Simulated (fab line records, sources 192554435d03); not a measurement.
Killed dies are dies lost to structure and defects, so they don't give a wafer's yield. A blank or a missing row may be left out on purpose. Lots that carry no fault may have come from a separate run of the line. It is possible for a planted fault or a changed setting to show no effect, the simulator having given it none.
fab line records	flow n5_finfet	part 1 of 2: steps 1 to 4 of 6
record: lots: 22	wafers: 66	last_day: 17
route steps=1938 shown BEOL_M1@835 BEOL_M2@855
lots with no fault: from the same line, run without faults
start_h: hours from the record's opening day to when the first of the lot's shown wafers began	wait_h: hours since the lot's step before	" as in the row above	L1.1+2: several wafers, shown together as one row	- no value, or no start given	* or withheld: withheld	< > ~ a bound
route shown NAME@n: NAME is a module with steps in the file, n the number in the route of the first one	usual: mean/standard deviation of fault-free wafers	same: alike in all rows	chamber/n: place in a boat	sites: each site's reading	_std_site: the values' standard deviation	_edge_site: the outer-site mean with the inner-site mean subtracted	radius_mm: how far each site lies from the wafer's centre	mask NAME#n: copy n	behind: the last tool/chamber to shape the wafer	hold: why the lot went on hold/how many hours it stayed there/how the hold came to an end	device: transistor that didn't switch, given as n, p or np	end of line: the tests these same wafers got at the end of their route	a step without rows: its recipe alone	killed: dies lost to structure and defects at the first sort, not the wafer's yield	map: shows each die of a wafer: x if killed, . if not, _ if none is there
set.NAME: the setting the step ran with; set.NAME@STEP: the setting that earlier step ran with	model.NAME: the simulator's own value behind a step, which no gauge read
route steps across a sampled set of lots; one table per step, one row per wafer
services: when a tool's chamber went out of use (start_h, in hours from the record's first day, below 0 if earlier), for how many hours, and the reason
== steps ==
step: N5_BEOL_M1_PRE_CLEAN_60
recipe: gas: NH3/H2	time_s: 15	temp_c: *	rf_power_w: 300
usual: heater_power_outer_w: 16/9.3	heater_power_w: 74/20
lot.wafer	tool	chamber	start_h	wait_h	heater_power_outer_w	heater_power_w
L074.1	cvd_co-01	0	134.46	0.0	0	41
L074.4	"	0	"	"	0	42
L074.5	"	0	"	"	0	42
L075.3	cvd_co-01	2	138.40	0.1	32	96
L075.4	"	0	"	"	0	44
L075.6	"	2	"	"	30	99
L077.4	cvd_co-02	2	141.59	0.1	19	95
L077.5	"	1	"	"	10	56
L077.6	"	0	"	"	16	79
L078.2	cvd_co-02	2	151.46	0.0	18	94
L078.4	"	2	"	"	19	96
L078.5	"	0	"	"	17	78
L079.2	cvd_co-02	1	159.07	0.0	10	54
L079.3	"	2	"	"	18	94
L079.5	"	2	"	"	18	96
L080.1	cvd_co-02	1	169.51	0.0	10	56
L080.4	"	2	"	"	18	94
L080.6	"	0	"	"	16	80
L081.1	cvd_co-01	0	173.03	0.0	0	42
L081.3	"	0	"	"	0	42
L081.6	"	2	"	"	31	99
L082.2	cvd_co-02	0	176.27	0.0	16	78
L082.3	"	2	"	"	18	96
L082.5	"	2	"	"	18	95
L083.1	cvd_co-02	2	182.54	0.1	18	95
L083.4	"	2	"	"	19	95
L083.5	"	1	"	"	10	57
L084.2	cvd_co-01	2	196.79	0.0	31	97
L084.4	"	0	"	"	0	42
L084.6	"	2	"	"	32	98
L085.2	cvd_co-01	0	197.97	0.0	0	42
L085.3	"	2	"	"	31	97
L085.4	"	1	"	"	20	72
L086.1	cvd_co-01	0	211.13	0.0	0	42
L086.3	"	1	"	"	20	73
L086.5	"	0	"	"	0	43
L088.1	cvd_co-01	2	214.56	0.0	32	98
L088.2	"	0	"	"	0	42
L088.5	"	2	"	"	31	100
L087.2	cvd_co-01	1	215.21	0.0	20	73
L087.4	"	2	"	"	31	101
L087.5	"	0	"	"	0	41
L089.3	cvd_co-01	0	223.15	0.0	0	41
L089.4	"	0	"	"	0	43
L089.5	"	1	"	"	20	74
L090.3	cvd_co-02	2	226.59	0.0	18	96
L090.4	"	0	"	"	16	78
L090.5	"	1	"	"	11	56
L091.1	cvd_co-02	2	236.53	0.0	18	94
L091.2	"	1	"	"	10	58
L091.4	"	2	"	"	19	95
L092.2	cvd_co-01	2	242.60	0.0	32	100
L092.4	"	1	"	"	20	74
L092.5	"	2	"	"	31	100
L093.1	cvd_co-02	0	246.70	0.0	16	78
L093.4	"	0	"	"	16	77
L093.5	"	2	"	"	19	95
L094.1	cvd_co-02	2	247.84	0.0	19	94
L094.2	"	1	"	"	10	56
L094.3	"	0	"	"	16	78
L095.2	cvd_co-02	1	261.17	0.0	10	58
L095.4	"	1	"	"	10	56
L095.6	"	0	"	"	16	78
L097.4	cvd_co-02	2	271.81	0.1	18	97
L097.5	"	0	"	"	17	79
L097.6	"	1	"	"	10	57
step: N5_BEOL_M2_OVL_MEAS_12
recipe: points_per_wafer: 522
usual: M2_OVL: 0.0/0.63
lot.wafer	tool	chamber	start_h	wait_h	M2_OVL[nm]
L074.1	overlay-02	0	137.84	0.0	0.0
L074.4	"	0	"	"	-0.6
L074.5	"	0	"	"	-0.5
L075.3	overlay-01	0	139.32	0.0	-0.1
L075.4	"	0	"	"	0.7
L075.6	"	0	"	"	0.0
L077.4	overlay-01	0	143.91	0.0	1.5
L077.5	"	0	"	"	0.7
L077.6	"	0	"	"	0.6
L078.2	overlay-02	0	154.97	0.0	0.2
L078.4	"	0	"	"	0.4
L078.5	"	0	"	"	1.1
L079.2	overlay-02	0	162.06	0.0	0.6
L079.3	"	0	"	"	-0.5
L079.5	"	0	"	"	1.0
L080.1	overlay-02	0	171.85	0.0	-0.2
L080.4	"	0	"	"	-0.6
L080.6	"	0	"	"	-0.1
L081.1	overlay-02	0	173.96	0.0	0.4
L081.3	"	0	"	"	0.6
L081.6	"	0	"	"	0.4
L082.2	overlay-01	0	177.58	0.0	-1.0
L082.3	"	0	"	"	-0.3
L082.5	"	0	"	"	0.4
L083.1	overlay-01	0	187.57	0.0	-0.3
L083.4	"	0	"	"	-0.8
L083.5	"	0	"	"	-0.2
L084.2	overlay-01	0	197.67	0.0	1.1
L084.4	"	0	"	"	0.6
L084.6	"	0	"	"	0.0
L085.2	overlay-02	0	199.48	0.0	0.4
L085.3	"	0	"	"	0.1
L085.4	"	0	"	"	-0.2
L086.1	overlay-01	0	212.04	0.0	0.2
L086.3	"	0	"	"	-0.5
L086.5	"	0	"	"	0.3
L088.1	overlay-02	0	216.34	0.0	0.8
L088.2	"	0	"	"	0.5
L088.5	"	0	"	"	1.5
L087.2	overlay-02	0	216.84	0.0	-0.2
L087.4	"	0	"	"	-0.4
L087.5	"	0	"	"	-0.6
L089.3	overlay-02	0	225.25	0.0	-0.2
L089.4	"	0	"	"	-0.8
L089.5	"	0	"	"	-1.3
L090.3	overlay-02	0	228.52	0.0	-0.4
L090.4	"	0	"	"	0.6
L090.5	"	0	"	"	-0.2
L091.1	overlay-01	0	239.16	0.0	0.8
L091.2	"	0	"	"	0.7
L091.4	"	0	"	"	0.8
L092.2	overlay-02	0	244.90	0.0	0.4
L092.4	"	0	"	"	-0.2
L092.5	"	0	"	"	0.0
L093.1	overlay-02	0	250.52	0.0	0.7
L093.4	"	0	"	"	0.0
L093.5	"	0	"	"	0.2
L094.1	overlay-01	0	250.57	0.0	-0.5
L094.2	"	0	"	"	0.5
L094.3	"	0	"	"	0.0
L095.2	overlay-01	0	263.11	0.0	0.5
L095.4	"	0	"	"	0.1
L095.6	"	0	"	"	0.8
L097.4	overlay-02	0	274.70	0.0	-0.6
L097.5	"	0	"	"	-0.2
L097.6	"	0	"	"	-0.6
step: N5_BEOL_M2_ETCH_63
recipe: chemistry: CF4	target: SiARC	target_depth_a: 156	mask_material: CAR-EUV	time_s: 26	ion_energy_ev: 80	pressure_mtorr: 40	source_w: 545	bias_w: 36	Ar_flow_sccm: 100	cf4_flow_sccm: 100	ends: cleared
usual: drypump_motor_current_A: 5.7/0.39	etch_rf_on_time_s: 26.0/0.51	oes_product_au: 0.70/0.063	rf_vpp_V: 184.2/1.2	showerhead_plenum_p_Torr: 2.15/0.073	throttle_valve_pct: 15.54/0.22
lot.wafer	tool	chamber	start_h	wait_h	drypump_motor_current_A	etch_rf_on_time_s	oes_product_au	rf_hours_counter_h	rf_vpp_V	showerhead_plenum_p_Torr	throttle_valve_pct
L074.1	rie_diel-05	0	138.07	0.0	5.7	26.3	0.68	109	184.3	2.24	15.63
L074.4	"	1	"	"	6.0	25.9	0.73	50	184.9	2.18	15.18
L074.5	"	1	"	"	5.9	26.0	0.74	-	185.1	2.18	15.17
L075.3	rie_diel-04	3	139.45	0.0	5.0	25.3	0.75	45	184.2	2.17	15.53
L075.4	"	3	"	"	5.0	25.4	0.74	-	185.6	2.17	15.53
L075.6	"	1	"	"	5.9	26.1	0.72	-	184.6	2.08	15.59
L077.4	rie_diel-02	1	144.09	0.0	5.9	25.3	0.63	177	182.2	2.05	15.69
L077.5	"	3	"	"	5.3	25.6	0.71	-	183.9	2.17	15.46
L077.6	"	2	"	"	5.6	25.2	0.79	-	185.3	2.27	15.59
L078.2	rie_diel-05	2	155.11	0.0	5.8	26.2	0.59	248	182.7	2.11	15.77
L078.4	"	3	"	"	5.7	25.7	0.78	18	183.9	2.10	15.70
L078.5	"	1	"	"	5.9	25.9	0.72	-	185.9	2.18	15.18
L079.2	rie_diel-05	0	162.58	0.0	5.7	26.6	0.67	118	185.8	2.23	15.66
L079.3	"	1	"	"	5.9	26.1	0.72	58	184.7	2.17	15.18
L079.5	"	3	"	"	5.6	26.1	0.77	-	183.5	2.10	15.72
L080.1	rie_diel-05	3	172.19	0.0	5.7	26.3	0.75	25	183.4	2.10	15.73
L080.4	"	1	"	"	5.9	26.4	0.71	-	183.3	2.17	15.21
L080.6	"	3	"	"	5.7	26.1	0.76	-	183.5	2.10	15.73
L081.1	rie_diel-05	3	174.19	0.0	5.6	26.0	0.75	26	184.2	2.10	15.72
L081.3	"	0	"	"	5.7	26.8	0.67	123	184.6	2.23	15.63
L081.6	"	0	"	"	5.7	26.8	0.67	-	185.7	2.23	15.63
L082.2	rie_diel-02	0	178.43	0.0	6.8	26.4	0.58	240	183.0	2.03	15.51
L082.3	"	1	"	"	6.0	25.6	0.62	190	184.1	2.05	15.71
L082.5	"	2	"	"	5.6	25.2	0.78	-	185.5	2.26	15.59
L083.1	rie_diel-04	2	187.71	0.0	6.0	25.2	0.76	46	185.1	2.17	15.20
L083.4	"	1	"	"	5.8	26.1	0.70	-	182.5	2.07	15.63
L083.5	"	2	"	"	5.9	25.3	0.75	-	184.6	2.17	15.19
L084.2	rie_diel-02	0	198.37	0.0	6.8	26.6	0.58	247	181.8	2.03	15.52
L084.4	"	2	"	"	5.6	25.1	0.78	46	185.7	2.26	15.64
L084.6	"	0	"	"	6.8	26.6	0.59	-	183.9	2.03	15.51
L085.2	rie_diel-05	2	199.65	0.0	5.8	26.0	0.81	5	182.9	2.11	15.30
L085.3	"	0	"	"	5.7	26.8	0.66	135	186.6	2.23	15.67
L085.4	"	3	"	"	5.6	26.2	0.74	38	182.1	2.09	15.76
L086.1	rie_diel-02	0	212.18	0.0	6.8	26.9	0.58	248	182.6	2.03	15.52
L086.3	"	1	"	"	5.9	25.8	0.61	201	182.9	2.05	15.75
L086.5	"	2	"	"	5.6	25.5	0.76	-	185.6	2.26	15.63
L088.1	rie_diel-05	3	216.48	0.0	5.7	25.7	0.74	44	184.0	2.09	15.76
L088.2	"	1	"	"	6.0	26.3	0.70	81	184.7	2.17	15.24
L088.5	"	3	"	"	5.6	26.0	0.72	-	184.0	2.09	15.77
L087.2	rie_diel-05	0	216.98	0.0	5.7	26.4	0.65	142	186.1	2.22	15.70
L087.4	"	1	"	"	6.0	26.2	0.69	81	184.7	2.17	15.22
L087.5	"	2	"	"	5.8	25.8	0.79	-	184.1	2.11	15.31
L089.3	rie_diel-05	0	225.38	0.0	5.7	26.7	0.65	144	183.8	2.22	15.70
L089.4	"	3	"	"	5.7	25.9	0.73	47	183.2	2.09	15.78
L089.5	"	1	"	"	5.9	26.3	0.69	-	183.8	2.17	15.23
L090.3	rie_diel-05	3	228.78	0.0	5.7	26.1	0.72	49	184.0	2.09	15.78
L090.4	"	0	"	"	5.7	26.9	0.64	145	185.4	2.22	15.69
L090.5	"	0	"	"	5.7	27.1	0.64	-	186.6	2.22	15.71
L091.1	rie_diel-02	2	239.57	0.0	5.6	25.4	0.74	65	185.1	2.26	15.66
L091.2	"	0	"	"	6.8	26.1	0.84	1	186.3	2.28	15.05
L091.4	"	1	"	"	5.9	25.6	0.60	215	183.0	2.04	15.77
L092.2	rie_diel-04	3	245.08	0.0	5.0	25.1	0.70	83	184.8	2.16	15.60
L092.4	"	0	"	"	5.1	26.4	0.59	240	183.0	2.02	15.76
L092.5	"	0	"	"	5.1	26.4	0.60	-	182.2	2.02	15.74
L093.1	rie_diel-04	1	250.67	0.0	5.9	26.2	0.67	103	181.4	2.07	15.66
L093.4	"	3	"	"	5.0	25.0	0.71	-	184.8	2.16	15.60
L093.5	"	0	"	"	5.0	26.6	0.59	-	184.1	2.02	15.74
L094.1	rie_diel-05	0	250.96	0.0	5.7	26.5	0.65	152	184.2	2.22	15.71
L094.2	"	3	"	"	5.6	25.9	0.72	56	183.4	2.09	15.79
L094.3	"	2	"	"	5.8	25.8	0.77	24	182.0	2.10	15.33
L095.2	rie_diel-02	1	263.42	0.0	6.0	25.4	0.60	224	182.5	2.04	15.81
L095.4	"	3	"	"	5.3	25.5	0.68	105	185.2	2.16	15.54
L095.6	"	3	"	"	5.3	25.5	0.67	-	184.3	2.16	15.55
L097.4	rie_diel-02	2	274.89	0.0	5.6	25.6	0.73	77	184.9	2.25	15.69
L097.5	"	2	"	"	5.6	25.3	0.73	-	184.9	2.25	15.69
L097.6	"	1	"	"	5.9	25.9	0.59	-	182.2	2.04	15.79
step: N5_BEOL_M2_ETCH_77
recipe: chemistry: N2/H2	target: underlayer	target_depth_a: 65	mask_material: CAR-EUV	time_s: 5.2	ion_energy_ev: 200	pressure_mtorr: 30	source_w: 840	bias_w: 150	n2_flow_sccm: 200	h2_flow_sccm: 200	ends: cleared
usual: drypump_motor_current_A: 5.8/0.46	etch_rf_on_time_s: 5.16/0.1	h2_flow_sccm: 200.1/0.59	oes_product_au: 0.69/0.067	rf_vpp_V: 524.0/2.9	showerhead_plenum_p_Torr: 2.55/0.11	throttle_valve_pct: 17.79/0.22
lot.wafer	tool	chamber	start_h	wait_h	drypump_motor_current_A	etch_rf_on_time_s	h2_flow_sccm	oes_product_au	rf_hours_counter_h	rf_vpp_V	showerhead_plenum_p_Torr	throttle_valve_pct
L074.1	rie_diel-02	1	139.08	0.0	5.9	5.07	199.7	0.63	176	519.9	2.42	17.75
L074.4	"	3	"	"	5.3	5.08	200.4	0.71	58	523.5	2.59	17.86
L074.5	"	2	"	"	5.6	4.96	200.0	0.81	-	527.0	2.70	17.85
L075.3	rie_diel-02	1	140.62	0.0	5.9	5.13	200.2	0.64	176	522.0	2.42	17.78
L075.4	"	3	"	"	5.3	5.14	199.9	0.73	59	525.7	2.59	17.84
L075.6	"	3	"	"	5.3	5.18	200.4	0.72	-	528.0	2.59	17.83
L077.4	rie_diel-02	1	145.09	0.0	5.9	5.14	200.0	0.62	178	519.1	2.41	17.79
L077.5	"	2	"	"	5.6	5.13	201.1	0.79	-	529.2	2.70	17.86
L077.6	"	1	"	"	5.9	5.18	199.9	0.62	-	521.9	2.41	17.77
L078.2	rie_diel-04	3	156.06	0.0	5.0	5.06	198.9	0.73	54	526.9	2.58	17.83
L078.4	"	1	"	"	5.8	5.16	199.4	0.71	71	522.2	2.48	17.98
L078.5	"	3	"	"	5.0	4.97	199.7	0.75	-	523.3	2.58	17.83
L079.2	rie_diel-02	0	163.66	0.0	6.8	5.29	199.8	0.59	234	519.4	2.40	17.56
L079.3	"	1	"	"	5.9	5.13	199.7	0.63	184	522.5	2.41	17.80
L079.5	"	3	"	"	5.3	5.05	200.1	0.72	-	524.8	2.58	17.86
L080.1	rie_diel-05	3	173.26	0.0	5.7	5.19	200.2	0.76	25	521.3	2.50	18.06
L080.4	"	1	"	"	5.9	5.25	200.5	0.71	-	525.9	2.58	17.43
L080.6	"	3	"	"	5.7	5.14	199.6	0.76	-	522.8	2.50	18.07
L081.1	rie_diel-05	1	176.75	0.0	5.9	5.22	199.2	0.70	65	523.7	2.58	17.42
L081.3	"	3	"	"	5.7	5.19	199.6	0.74	28	521.6	2.49	18.06
L081.6	"	0	"	"	5.7	5.33	201.2	0.67	-	524.2	2.66	17.83
L082.2	rie_diel-04	2	179.97	0.0	6.0	5.07	199.9	0.76	42	525.3	2.59	17.48
L082.3	"	3	"	"	5.0	5.04	199.7	0.73	62	522.7	2.58	17.87
L082.5	"	2	"	"	6.0	5.03	199.5	0.77	-	525.6	2.59	17.47
L083.1	rie_diel-02	2	188.70	0.0	5.6	5.07	200.4	0.77	44	528.9	2.69	17.85
L083.4	"	0	"	"	6.8	5.31	199.4	0.57	243	520.6	2.40	17.59
L083.5	"	3	"	"	5.3	5.12	200.2	0.70	-	523.8	2.58	17.84
L084.2	rie_diel-05	1	199.52	0.0	5.9	5.25	200.8	0.70	75	524.3	2.57	17.44
L084.4	"	3	"	"	5.7	5.17	200.3	0.74	38	521.7	2.49	18.08
L084.6	"	3	"	"	5.6	5.21	200.3	0.73	-	523.1	2.49	18.08
L085.2	rie_diel-02	1	200.63	0.0	5.9	5.14	199.4	0.62	197	520.0	2.41	17.81
L085.3	"	3	"	"	5.3	5.17	200.0	0.69	79	523.4	2.58	17.88
L085.4	"	2	"	"	5.6	5.09	200.1	0.77	47	528.2	2.69	17.89
L086.1	rie_diel-05	3	213.16	0.0	5.6	5.15	200.4	0.74	43	522.3	2.49	18.09
L086.3	"	1	"	"	5.9	5.20	198.9	0.68	80	525.1	2.57	17.43
L086.5	"	2	"	"	5.9	5.15	199.7	0.80	-	524.5	2.50	17.57
L088.1	rie_diel-02	1	217.49	0.0	5.9	5.09	200.5	0.61	203	521.0	2.40	17.83
L088.2	"	3	"	"	5.3	5.14	200.0	0.69	85	526.2	2.58	17.85
L088.5	"	1	"	"	5.9	5.13	201.2	0.61	-	521.6	2.40	17.82
L087.2	rie_diel-04	3	217.84	0.0	5.0	5.05	199.9	0.71	77	526.2	2.58	17.87
L087.4	"	1	"	"	5.9	5.17	200.0	0.68	91	523.0	2.47	18.03
L087.5	"	2	"	"	6.0	5.14	200.3	0.73	-	524.7	2.58	17.49
L089.3	rie_diel-02	1	226.38	0.0	5.9	5.19	200.8	0.60	208	521.1	2.40	17.82
L089.4	"	3	"	"	5.3	5.16	199.8	0.69	-	526.4	2.57	17.88
L089.5	"	2	"	"	5.6	5.11	199.7	0.74	-	527.3	2.69	17.87
L090.3	rie_diel-02	1	229.92	0.0	5.8	5.10	199.9	0.60	210	520.4	2.40	17.80
L090.4	"	3	"	"	5.3	5.05	200.2	0.68	-	523.0	2.57	17.87
L090.5	"	2	"	"	5.6	5.04	200.5	0.75	-	527.4	2.69	17.90
L091.1	rie_diel-05	1	240.43	0.0	5.9	5.28	200.9	0.69	88	527.1	2.57	17.46
L091.2	"	3	"	"	5.7	5.25	200.3	0.71	53	520.9	2.48	18.10
L091.4	"	0	"	"	5.7	5.45	200.7	0.64	149	525.6	2.65	17.88
L092.2	rie_diel-04	2	246.12	0.0	6.0	5.02	198.9	0.72	68	525.1	2.58	17.49
L092.4	"	3	"	"	5.0	5.06	201.2	0.70	83	524.6	2.57	17.88
L092.5	"	2	"	"	6.0	5.07	200.2	0.72	-	524.1	2.58	17.52
L093.1	rie_diel-04	3	251.53	0.0	5.0	5.03	200.0	0.70	85	523.2	2.57	17.88
L093.4	"	3	"	"	5.0	5.07	200.4	0.70	-	524.1	2.57	17.90
L093.5	"	0	"	"	5.1	5.29	199.6	0.59	-	521.2	2.41	17.99
L094.1	rie_diel-02	2	252.05	0.0	5.6	5.04	200.0	0.75	70	528.3	2.68	17.91
L094.2	"	1	"	"	5.9	5.16	200.7	0.60	220	520.5	2.40	17.86
L094.3	"	0	"	"	6.8	5.17	200.2	0.82	6	528.7	2.71	17.20
L095.2	rie_diel-02	1	264.41	0.0	5.9	5.10	199.9	0.59	224	520.9	2.39	17.87
L095.4	"	0	"	"	6.8	5.18	199.3	0.80	11	527.5	2.71	17.20
L095.6	"	1	"	"	6.0	5.09	200.3	0.60	-	520.9	2.40	17.87
L097.4	rie_diel-02	2	275.97	0.0	5.6	5.04	200.4	0.73	77	526.5	2.68	17.93
L097.5	"	3	"	"	5.3	5.13	200.3	0.68	-	523.4	2.56	17.96
L097.6	"	2	"	"	5.6	5.05	199.4	0.73	-	527.0	2.68	17.91
